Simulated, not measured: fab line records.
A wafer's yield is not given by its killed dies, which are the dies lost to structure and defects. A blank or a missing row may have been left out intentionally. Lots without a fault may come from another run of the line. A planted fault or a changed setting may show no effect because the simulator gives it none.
Which of the tools did it?	flow n5Finfet	72 wafers from 24 lots sampled at 3 of the route's 1938 steps

WHAT THE GAUGES SHOWED, per wafer
N5_BEOL_M5_CD_MEAS_11 targets a cd of 27.74 nm.
lot	measured	on	cdNm (nm)
L075	day 8 06:05	cdSem-01	27.86 27.65 28.10
L074	day 8 06:11	cdSem-03	27.69 28.20 28.39
L077	day 8 22:24	cdSem-01	28.27 28.32 27.91
L078	day 9 00:45	cdSem-02	27.68 28.43 27.95
L076	day 9 03:02	cdSem-03	28.38 28.10 28.18
L079	day 9 03:36	cdSem-03	27.78 28.01 27.92
L081	day 9 09:07	cdSem-02	28.30 27.88 28.42
L080	day 9 13:35	cdSem-03	28.14 28.27 28.08
L082	day 9 23:38	cdSem-01	27.58 28.13 28.17
L083	day 10 03:04	cdSem-01	28.22 28.61 28.10
L084	day 10 13:17	cdSem-02	28.07 28.08 27.87
L085	day 10 22:47	cdSem-02	28.02 28.04 28.06
L087	day 11 05:41	cdSem-02	28.51 28.22 28.25
L088	day 11 08:43	cdSem-03	28.04 28.12 28.01
L086	day 11 10:23	cdSem-02	27.94 28.16 28.37
L089	day 11 18:37	cdSem-02	28.10 28.07 28.25
L090	day 11 23:12	cdSem-02	28.30 28.05 28.07
L091	day 12 05:11	cdSem-02	28.27 28.05 27.94
L093	day 12 16:29	cdSem-02	28.04 28.18 28.45
L092	day 12 19:30	cdSem-03	28.27 28.20 28.34
L094	day 13 09:31	cdSem-03	28.65 28.51 28.28
L096	day 13 09:43	cdSem-02	28.11 28.12 28.03
L095	day 13 10:10	cdSem-03	27.96 27.97 27.88
L097	day 13 11:53	cdSem-01	28.62 27.97 28.06

N5_BEOL_M5_OCD_MEAS_38.
lot	measured	on	trenchDepthNm (nm)
L075	day 8 08:19	ocd-02	73.4 71.1 71.7
L074	day 8 11:34	ocd-01	73.1 72.1 71.5
L077	day 8 23:49	ocd-02	69.5 70.3 71.3
L078	day 9 03:13	ocd-01	72.4 71.0 71.5
L076	day 9 06:02	ocd-01	71.0 70.0 70.5
L079	day 9 07:39	ocd-01	70.8 72.9 72.3
L081	day 9 12:58	ocd-01	72.8 71.7 70.9
L080	day 9 16:22	ocd-02	73.3 70.8 73.3
L082	day 10 02:22	ocd-02	70.1 70.7 72.4
L083	day 10 04:35	ocd-01	71.2 71.1 70.9
L084	day 10 16:08	ocd-01	69.2 71.1 73.1
L085	day 11 01:50	ocd-02	72.2 70.7 71.8
L087	day 11 07:13	ocd-01	69.5 72.1 71.2
L088	day 11 10:35	ocd-01	70.6 71.4 69.2
L086	day 11 13:11	ocd-01	70.0 70.8 71.4
L089	day 11 20:40	ocd-01	70.5 71.6 70.2
L090	day 12 02:17	ocd-02	70.1 71.0 70.3
L091	day 12 06:53	ocd-02	73.5 72.5 73.5
L093	day 12 18:17	ocd-02	72.1 71.3 71.7
L092	day 12 22:48	ocd-01	71.0 73.1 72.3
L094	day 13 11:00	ocd-02	71.6 71.9 70.1
L096	day 13 11:13	ocd-02	70.0 70.2 71.2
L095	day 13 11:49	ocd-02	72.3 72.4 69.8
L097	day 13 17:23	ocd-01	72.4 73.5 72.5

EACH LOT AND THE TOOL THAT RAN IT (in order: tool; ch and the chambers of the sampled wafers; start)
lot	N5_BEOL_M5_HM_OPEN_17
L075	rieMetal-03 ch 0,1, day 8 07:11
L074	rieMetal-03 ch 0,1, day 8 07:25
L077	rieMetal-01 ch 0,1, day 8 22:46
L078	rieMetal-01 ch 1, day 9 01:07
L076	rieMetal-02 ch 0,1, day 9 03:36
L079	rieMetal-02 ch 1, day 9 04:00
L081	rieMetal-02 ch 0,1, day 9 09:29
L080	rieMetal-01 ch 0,1, day 9 13:57
L082	rieMetal-03 ch 0,1, day 10 00:24
L083	rieMetal-01 ch 1, day 10 03:28
L084	rieMetal-01 ch 0, day 10 13:39
L085	rieMetal-01 ch 0, day 10 23:15
L087	rieMetal-01 ch 0,1, day 11 06:10
L088	rieMetal-02 ch 0,1, day 11 09:05
L086	rieMetal-02 ch 0,1, day 11 11:16
L089	rieMetal-03 ch 0,1, day 11 18:59
L090	rieMetal-03 ch 0,1, day 11 23:42
L091	rieMetal-03 ch 0,1, day 12 05:33
L093	rieMetal-02 ch 0,1, day 12 17:08
L092	rieMetal-02 ch 0,1, day 12 19:52
L094	rieMetal-02 ch 0,1, day 13 09:53
L096	rieMetal-02 ch 0,1, day 13 10:10
L095	rieMetal-02 ch 0, day 13 10:38
L097	rieMetal-03 ch 0,1, day 13 12:16
- N5_BEOL_M5_HM_OPEN_17: chemistry Cl2/BCl3, target TiN, target depth 20 nm, overetch 6 nm.

WHAT THE TOOLS THEMSELVES READ (means of the sampled wafers that have a number; where no wafer has one, the mark that the record gives instead)
N5_BEOL_M5_HM_OPEN_17.
lot	tool	drypumpMotorCurrentA (A)	mfcCl2Sccm (sccm)	oesProductAu (a.u.)	throttleValvePct (%)
L075	rieMetal-03	5.8	53.34	0.71	21.93
L074	rieMetal-03	5.8	53.23	0.71	21.94
L077	rieMetal-01	6.4	53.29	0.60	22.27
L078	rieMetal-01	6.5	53.35	0.51	22.65
L076	rieMetal-02	5.4	53.16	0.55	22.31
L079	rieMetal-02	5.1	53.28	0.50	22.41
L081	rieMetal-02	5.7	53.32	0.60	22.22
L080	rieMetal-01	6.5	53.21	0.56	22.46
L082	rieMetal-03	5.8	53.12	0.71	21.93
L083	rieMetal-01	6.5	53.42	0.51	22.66
L084	rieMetal-01	6.4	53.10	0.64	22.09
L085	rieMetal-01	6.4	53.29	0.63	22.10
L087	rieMetal-01	6.5	53.32	0.77	22.20
L088	rieMetal-02	5.8	53.14	0.71	22.15
L086	rieMetal-02	5.7	53.23	0.70	22.16
L089	rieMetal-03	5.7	53.32	0.64	22.17
L090	rieMetal-03	5.7	53.23	0.64	22.17
L091	rieMetal-03	5.7	53.16	0.64	22.18
L093	rieMetal-02	5.4	53.47	0.74	22.16
L092	rieMetal-02	5.7	53.33	0.69	22.17
L094	rieMetal-02	5.7	53.41	0.69	22.16
L096	rieMetal-02	5.5	53.27	0.74	22.16
L095	rieMetal-02	6.0	53.38	0.64	22.16
L097	rieMetal-03	5.7	53.20	0.63	22.20

THE ANSWER, worked out from the rows above alone
Rule: what is usual is taken from the lots themselves. Put in order of their means at a reading, lots are off if they are a third of the lots or fewer, leave a main group of 4 or more, and stand apart from it by a gap of 3 or more times the standard deviation of the main group's means; of several such gaps the widest counts. If all means in a main group match to the digits the tables above print for the reading, that group is not used. Also off: a lot with no number at a reading for which 4 or more lots have one. Where the step has rows for the other lots, those lots are counted as sound. Order of review: gauges by route order, followed by the tools' own readings, for which a lot's mean as printed above is used. The first step at which some lot is off is used, and at that step the reading that is off furthest; a lot without a number counts as furthest.
Nothing can be told from this: no lot is off at any reading shown.

WHAT HAD BEEN PUT IN BY THE SIMULATOR
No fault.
